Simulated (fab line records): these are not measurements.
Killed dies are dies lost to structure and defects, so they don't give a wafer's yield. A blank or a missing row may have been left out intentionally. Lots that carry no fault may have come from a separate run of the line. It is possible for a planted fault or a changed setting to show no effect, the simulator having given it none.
Problem report in the 8D (eight disciplines) form, filled by code	flow n5Finfet	the parts of the form that need people (team, actions taken, sign-off) are left out

1. PROBLEM STATEMENT
A mean of 143 is read at N5_PASSIVATION_PROBE_49 for killed_at_M4_up, taken on 1 wafer of 1 lot, against 14 (standard deviation 5) on wafers free of any fault. Measured from the usual mean, that is +26 standard deviations.
First seen on wafer L694.3, day 19 20:54, on prober-02. At this step, 32 wafers from 11 lots have a number in the record. Rule for "out", or "out of limits": more than 4 standard deviations from the usual mean. The other wafers with a number count as sound.

2. WHAT THIS IS AND IS NOT
question	is	is not
which readings at this step	killed_at_M4_up, defectLimitedYield, killedDies, sort_bin_5_function, sortNPass, sortYieldPct	killedAtContacts, killedAtFrontEnd, killedAtOther, killedOnRim, killedShort, sort_bin_6_memory
which lots	L694	L676, L678, L679, L680, L682, L684, L685, L686, L688, L689
which wafers of those lots	L694.3	L694.1, L694.4
read on which tools	prober-02	prober-01
when	from day 19 20:54	up to then (30 sound wafers); but 1 sound wafer of L694 came after

3. SUSPECTS, AND WHAT RULES EACH OUT
Counting: a tool at a process step up to the reading stays a suspect if it ran every lot that is out. Sound lots after the first of them don't rule it out here, since some wafers of a struck lot are sound.
- rieDiel-06 at N5_BEOL_M11_TRENCH_ETCH_37 (etches SiCOH lowk in C4F6/O2, target depth 148.83 nm, time 48 s): kept. L694, the lot that is out, went through it at day 17 21:53; up to then, the latest sound lot through it was L686 at day 16 18:59.
- rieMetal-01 at N5_PASSIVATION_AL_ETCH_33 (etches Al in Cl2/BCl3, stops on TaN, target depth 2800 nm, time 466.7 s): kept. L694, the lot that is out, went through it at day 19 15:31; up to then, the latest sound lot through it was L678 at day 15 21:58.
- pecvd-04 at N5_PASSIVATION_PECVD_35 (deposits SiNx from SiH4/NH3/N2, target thk 700 nm, time 151.3 s): kept. L694, the lot that is out, went through it at day 19 17:10; up to then, the latest sound lot through it was L688 at day 18 04:29.
- prober-02 at N5_PASSIVATION_PROBE_49: kept. L694, the lot that is out, went through it at day 19 20:48; up to then, the latest sound lot through it was L689 at day 18 17:04. Its own readings are out on those wafers: defectLimitedYield, killed_at_M4_up, killedDies, sort_bin_5_function, sortNPass, sortYieldPct.
- In rieDiel-06 at N5_BEOL_M11_TRENCH_ETCH_37, the wafers that are out were processed in chamber 3 and their sound lot-mates in chambers 0, 2.
- Within pecvd-04 at N5_PASSIVATION_PECVD_35: the wafers that are out ran in chamber 1; their sound lot-mates ran in chamber 0.
Left after counting: rieDiel-06 at N5_BEOL_M11_TRENCH_ETCH_37, rieMetal-01 at N5_PASSIVATION_AL_ETCH_33, pecvd-04 at N5_PASSIVATION_PECVD_35, prober-02 at N5_PASSIVATION_PROBE_49.

4. THE CAUSE (what the simulator had put in)
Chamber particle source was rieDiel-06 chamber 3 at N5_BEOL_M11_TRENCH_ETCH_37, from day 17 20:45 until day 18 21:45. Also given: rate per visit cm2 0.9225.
4 suspects survive the count, and this tool is in that group.

5. THE CHAIN OF EFFECTS, in route order
Each row: a reading where the mean over the struck wafers with a number is more than 3 standard deviations away from the usual. Readings are gone through only where the record gives a usual standard deviation; hours: the median, over the lots, of the time from a lot's start at the first step in this table giving one to that lot's start at this step; sigmas: the change measured in usual standard deviations.
hours	step	reading	usual	on struck wafers	change	sigmas
0	N5_PASSIVATION_PROBE_49	defectLimitedYield	91.2 %	83.6	-7.6	-4.8
0	N5_PASSIVATION_PROBE_49	killed_at_M4_up	14	143	+129	+26
0	N5_PASSIVATION_PROBE_49	killedDies	104	194	+90	+4.7
0	N5_PASSIVATION_PROBE_49	sort_bin_5_function	5.2 %	10.3	+5.1	+4.6
0	N5_PASSIVATION_PROBE_49	sortNPass	1076	986	-90	-4.7
0	N5_PASSIVATION_PROBE_49	sortYieldPct	91.2 %	83.6	-7.6	-4.8
Here are the process steps it includes:
- N5_PASSIVATION_PROBE_49

6. HOW IT WOULD HAVE BEEN CAUGHT EARLIER
The fault began at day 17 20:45; the first out-of-limits reading in this record came at day 19 20:54, 48 hours later.
An alarm limit of 4 standard deviations would not have fired on the tool readings at N5_BEOL_M11_TRENCH_ETCH_37 for which the record gives a usual standard deviation, since none of them was out on any struck wafer.
The start of N5_BEOL_M11_TRENCH_ETCH_37 on rieDiel-06 came by day 19 20:54 for every one of the lots that are out (1). Holding the tool at that point would not have protected any of them.
